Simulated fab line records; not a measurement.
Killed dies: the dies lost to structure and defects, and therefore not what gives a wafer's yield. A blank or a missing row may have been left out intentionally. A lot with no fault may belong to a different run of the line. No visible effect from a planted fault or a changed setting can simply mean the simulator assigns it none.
Which tool was responsible? / flow nand harc / Sampling: 12 lots, 36 wafers, 5 of 1302 route steps

## WHAT THE GAUGES READ, wafer by wafer
NHARC_P_START_INSPECT_01.
lot=L735; measured=day 1 20:02; on=defect inspect-01; raw defect count=6 3 4
lot=L736; measured=day 2 06:02; on=defect inspect-01; raw defect count=3 0 1
lot=L737; measured=day 2 16:02; on=defect inspect-01; raw defect count=2 3 3
lot=L738; measured=day 3 02:02; on=defect inspect-02; raw defect count=2 3 6
lot=L739; measured=day 3 12:03; on=defect inspect-01; raw defect count=2 8 7
lot=L740; measured=day 3 22:02; on=defect inspect-01; raw defect count=7 4 3
lot=L741; measured=day 4 08:02; on=defect inspect-01; raw defect count=5 2 5
lot=L742; measured=day 4 18:02; on=defect inspect-01; raw defect count=4 3 2
lot=L755; measured=day 10 04:02; on=defect inspect-02; raw defect count=4 1 4
lot=L756; measured=day 10 14:02; on=defect inspect-01; raw defect count=3 1 2
lot=L757; measured=day 11 00:02; on=defect inspect-02; raw defect count=4 5 4
lot=L758; measured=day 11 10:02; on=defect inspect-01; raw defect count=1 2 5

NHARC_P_ZERO_WELL_CD_MEAS_24: target cd 720 nm.
lot=L735; measured=day 1 22:38; on=cd sem-01; cd nm (nm)=718.4 721.0 715.4
lot=L736; measured=day 2 08:35; on=cd sem-03; cd nm (nm)=718.7 717.6 718.3
lot=L737; measured=day 2 18:35; on=cd sem-01; cd nm (nm)=721.1 722.5 723.8
lot=L738; measured=day 3 04:27; on=cd sem-01; cd nm (nm)=718.7 718.9 718.3
lot=L739; measured=day 3 14:36; on=cd sem-02; cd nm (nm)=720.7 720.9 718.6
lot=L740; measured=day 4 00:37; on=cd sem-01; cd nm (nm)=720.6 719.4 720.1
lot=L741; measured=day 4 10:36; on=cd sem-02; cd nm (nm)=721.3 719.5 718.4
lot=L742; measured=day 4 20:42; on=cd sem-03; cd nm (nm)=718.3 717.9 717.4
lot=L755; measured=day 10 06:36; on=cd sem-01; cd nm (nm)=712.8 710.0 711.9
lot=L756; measured=day 10 16:31; on=cd sem-01; cd nm (nm)=710.3 711.1 709.8
lot=L757; measured=day 11 02:35; on=cd sem-01; cd nm (nm)=722.3 718.6 718.7
lot=L758; measured=day 11 12:27; on=cd sem-03; cd nm (nm)=720.5 721.5 721.1

NHARC_P_STI_OCD_MEAS_17.
lot=L735; measured=day 2 20:22; on=ocd-02; trench depth nm (nm)=306 296 302; trench foot cd nm (nm)=157.2 159.3 158.2
lot=L736; measured=day 3 07:19; on=ocd-01; trench depth nm (nm)=297 293 291; trench foot cd nm (nm)=158.4 153.3 158.6
lot=L737; measured=day 3 15:23; on=ocd-01; trench depth nm (nm)=303 290 304; trench foot cd nm (nm)=158.7 159.8 159.4
lot=L738; measured=day 4 03:54; on=ocd-02; trench depth nm (nm)=301 296 297; trench foot cd nm (nm)=160.4 158.0 158.1
lot=L739; measured=day 4 13:04; on=ocd-01; trench depth nm (nm)=301 291 304; trench foot cd nm (nm)=158.1 158.5 153.5
lot=L740; measured=day 4 23:13; on=ocd-02; trench depth nm (nm)=298 301 303; trench foot cd nm (nm)=158.0 153.9 153.1
lot=L741; measured=day 5 09:19; on=ocd-01; trench depth nm (nm)=293 302 306; trench foot cd nm (nm)=159.6 160.3 156.5
lot=L742; measured=day 5 21:07; on=ocd-01; trench depth nm (nm)=302 302 300; trench foot cd nm (nm)=160.1 160.4 159.9
lot=L755; measured=day 11 03:15; on=ocd-02; trench depth nm (nm)=298 301 301; trench foot cd nm (nm)=161.5 161.7 158.1
lot=L756; measured=day 11 15:16; on=ocd-01; trench depth nm (nm)=298 304 301; trench foot cd nm (nm)=150.8 153.8 151.3
lot=L757; measured=day 11 23:31; on=ocd-02; trench depth nm (nm)=308 303 300; trench foot cd nm (nm)=155.3 159.0 154.7
lot=L758; measured=day 12 09:49; on=ocd-02; trench depth nm (nm)=307 298 305; trench foot cd nm (nm)=155.8 159.4 157.1

## WHAT TOOL EACH LOT RAN ON (gives the tool, then ch and the chambers of the sampled wafers, and finally the start)
lot=L735; NHARC_P_ZERO_WELL_PEB_22=litho track-02 ch 0, day 1 22:32; NHARC_P_STI_ETCH_31=rie diel-08 ch 0,2,3, day 2 20:22 or earlier
lot=L736; NHARC_P_ZERO_WELL_PEB_22=litho track-07 ch 0, day 2 08:29; NHARC_P_STI_ETCH_31=rie diel-08 ch 0,2, day 3 07:19 or earlier
lot=L737; NHARC_P_ZERO_WELL_PEB_22=litho track-05 ch 0, day 2 18:29; NHARC_P_STI_ETCH_31=rie diel-03 ch 0,1,2, day 3 15:23 or earlier
lot=L738; NHARC_P_ZERO_WELL_PEB_22=litho track-07 ch 0, day 3 04:22; NHARC_P_STI_ETCH_31=rie diel-12 ch 0,2, day 4 03:54 or earlier
lot=L739; NHARC_P_ZERO_WELL_PEB_22=litho track-05 ch 0, day 3 14:30; NHARC_P_STI_ETCH_31=rie diel-03 ch 0,2,3, day 4 13:04 or earlier
lot=L740; NHARC_P_ZERO_WELL_PEB_22=litho track-05 ch 0, day 4 00:31; NHARC_P_STI_ETCH_31=rie diel-03 ch 0,1,2, day 4 23:13 or earlier
lot=L741; NHARC_P_ZERO_WELL_PEB_22=litho track-02 ch 0, day 4 10:31; NHARC_P_STI_ETCH_31=rie diel-08 ch 0,2,3, day 5 09:19 or earlier
lot=L742; NHARC_P_ZERO_WELL_PEB_22=litho track-07 ch 0, day 4 20:37; NHARC_P_STI_ETCH_31=rie diel-03 ch 0,1,3, day 5 21:07 or earlier
lot=L755; NHARC_P_ZERO_WELL_PEB_22=litho track-07 ch 0, day 10 06:31; NHARC_P_STI_ETCH_31=rie diel-12 ch 0,1,2, day 11 03:15 or earlier
lot=L756; NHARC_P_ZERO_WELL_PEB_22=litho track-07 ch 0, day 10 16:25; NHARC_P_STI_ETCH_31=rie diel-08 ch 0,1, day 11 15:16 or earlier
lot=L757; NHARC_P_ZERO_WELL_PEB_22=litho track-02 ch 0, day 11 02:29; NHARC_P_STI_ETCH_31=rie diel-12 ch 0,2, day 11 23:31 or earlier
lot=L758; NHARC_P_ZERO_WELL_PEB_22=litho track-05 ch 0, day 11 12:22; NHARC_P_STI_ETCH_31=rie diel-03 ch 0,1,2, day 12 09:49 or earlier
- NHARC_P_ZERO_WELL_PEB_22: peb time 85 s.
- NHARC_P_STI_ETCH_31: etches the open film in CF4/CHF3, target depth 108.9 nm, time 54.5 s.

## AS READ BY THE TOOLS THEMSELVES (means over the sampled wafers that have a number; for cases with no such wafer, the mark the record gives instead)
NHARC_P_ZERO_WELL_PEB_22.
lot=L735; tool=litho track-02; heater power total W (W)=164.05; plate temp C (C)=118.17
lot=L736; tool=litho track-07; heater power total W (W)=164.02; plate temp C (C)=117.87
lot=L737; tool=litho track-05; heater power total W (W)=164.02; plate temp C (C)=117.92
lot=L738; tool=litho track-07; heater power total W (W)=164.03; plate temp C (C)=117.88
lot=L739; tool=litho track-05; heater power total W (W)=163.70; plate temp C (C)=118.11
lot=L740; tool=litho track-05; heater power total W (W)=164.07; plate temp C (C)=118.02
lot=L741; tool=litho track-02; heater power total W (W)=164.18; plate temp C (C)=117.97
lot=L742; tool=litho track-07; heater power total W (W)=163.81; plate temp C (C)=118.06
lot=L755; tool=litho track-07; heater power total W (W)=155.93; plate temp C (C)=113.79
lot=L756; tool=litho track-07; heater power total W (W)=156.20; plate temp C (C)=113.72
lot=L757; tool=litho track-02; heater power total W (W)=163.92; plate temp C (C)=118.08
lot=L758; tool=litho track-05; heater power total W (W)=163.73; plate temp C (C)=117.93

NHARC_P_STI_ETCH_31.
lot=L735; tool=rie diel-08; cf4 flow sccm (sccm)=100.14; drypump motor current A (A)=5.9; mfc ar sccm (sccm)=0.012; oes product au (a.u.)=0.969; rf vpp V (V)=372.5; showerhead plenum p Torr (Torr)=1.63; throttle valve pct (%)=16.813
lot=L736; tool=rie diel-08; cf4 flow sccm (sccm)=100.11; drypump motor current A (A)=6.3; mfc ar sccm (sccm)=0.021; oes product au (a.u.)=0.974; rf vpp V (V)=372.7; showerhead plenum p Torr (Torr)=1.63; throttle valve pct (%)=16.794
lot=L737; tool=rie diel-03; cf4 flow sccm (sccm)=99.98; drypump motor current A (A)=5.4; mfc ar sccm (sccm)=0.024; oes product au (a.u.)=0.958; rf vpp V (V)=370.2; showerhead plenum p Torr (Torr)=1.56; throttle valve pct (%)=16.805
lot=L738; tool=rie diel-12; cf4 flow sccm (sccm)=99.76; drypump motor current A (A)=5.8; mfc ar sccm (sccm)=0.010; oes product au (a.u.)=0.954; rf vpp V (V)=368.0; showerhead plenum p Torr (Torr)=1.51; throttle valve pct (%)=16.799
lot=L739; tool=rie diel-03; cf4 flow sccm (sccm)=99.96; drypump motor current A (A)=5.8; mfc ar sccm (sccm)=0.016; oes product au (a.u.)=0.952; rf vpp V (V)=369.0; showerhead plenum p Torr (Torr)=1.54; throttle valve pct (%)=16.790
lot=L740; tool=rie diel-03; cf4 flow sccm (sccm)=99.97; drypump motor current A (A)=5.5; mfc ar sccm (sccm)=0.024; oes product au (a.u.)=0.962; rf vpp V (V)=370.4; showerhead plenum p Torr (Torr)=1.56; throttle valve pct (%)=16.809
lot=L741; tool=rie diel-08; cf4 flow sccm (sccm)=100.20; drypump motor current A (A)=5.9; mfc ar sccm (sccm)=0.012; oes product au (a.u.)=0.976; rf vpp V (V)=371.7; showerhead plenum p Torr (Torr)=1.62; throttle valve pct (%)=16.799
lot=L742; tool=rie diel-03; cf4 flow sccm (sccm)=99.84; drypump motor current A (A)=5.7; mfc ar sccm (sccm)=0.015; oes product au (a.u.)=0.962; rf vpp V (V)=370.6; showerhead plenum p Torr (Torr)=1.58; throttle valve pct (%)=16.800
lot=L755; tool=rie diel-12; cf4 flow sccm (sccm)=99.92; drypump motor current A (A)=5.7; mfc ar sccm (sccm)=0.010; oes product au (a.u.)=0.972; rf vpp V (V)=368.7; showerhead plenum p Torr (Torr)=1.50; throttle valve pct (%)=16.805
lot=L756; tool=rie diel-08; cf4 flow sccm (sccm)=99.95; drypump motor current A (A)=6.6; mfc ar sccm (sccm)=0.018; oes product au (a.u.)=0.971; rf vpp V (V)=371.9; showerhead plenum p Torr (Torr)=1.61; throttle valve pct (%)=16.803
lot=L757; tool=rie diel-12; cf4 flow sccm (sccm)=99.83; drypump motor current A (A)=5.7; mfc ar sccm (sccm)=0.010; oes product au (a.u.)=0.965; rf vpp V (V)=367.7; showerhead plenum p Torr (Torr)=1.51; throttle valve pct (%)=16.799
lot=L758; tool=rie diel-03; cf4 flow sccm (sccm)=99.88; drypump motor current A (A)=5.4; mfc ar sccm (sccm)=0.024; oes product au (a.u.)=0.938; rf vpp V (V)=370.4; showerhead plenum p Torr (Torr)=1.56; throttle valve pct (%)=16.800

## THE ANSWER, worked out from the rows above alone
Rule: what is usual is taken from the lots themselves. The widest of any qualifying gaps counts: lots, ordered by their means at a reading, are off when they make up no more than a third of the lots, leave a main group of 4 or more, and stand apart from it by 3 or more times the standard deviation of that group's means. A main group is skipped when, at the precision printed for the reading in the tables above, its means are all equal. A lot without any number at a reading at which 4 lots or more have one is off too. The other lots that the step has rows for count as sound. After the gauges, taken in route order, come the tools' own readings; for these a lot's mean is taken, as printed above. The first step at which some lot is off is used, and at that step the reading that is off furthest; a lot without a number counts as furthest.
Off: L755, L756, at NHARC_P_ZERO_WELL_CD_MEAS_24 (cd nm). The main group: mean 719.6 nm, standard deviation 1.4.
A tool fits if, at a process step before that reading, it ran every lot that is off, and no sound lot after the first of them. The gauges at NHARC_P_ZERO_WELL_CD_MEAS_24 aren't tried: what is off there is off at NHARC_P_ZERO_WELL_PEB_22 too, on other tools, and a gauge's error can't cause that. One fits: litho track-07 at NHARC_P_ZERO_WELL_PEB_22. Its last sound lot is L742 (day 4 20:37), its first lot that is off L755 (day 10 06:31): a fault that began between those two fits.
The tool's own readings at NHARC_P_ZERO_WELL_PEB_22 bear it out: on the lots that are off they differ by more than 5 times the standard deviation of the sound lots' means. heater power total W reads 156.06 W there against 163.95 W on the sound lots; plate temp C reads 113.75 C there against 118.00 C on the sound lots.

## WHAT THE SIMULATOR HAD PUT IN
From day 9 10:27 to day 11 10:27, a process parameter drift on litho track-07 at NHARC_P_ZERO_WELL_PEB_22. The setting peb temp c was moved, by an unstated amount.
Lots struck among those shown: L755, L756. The rule above found the same.
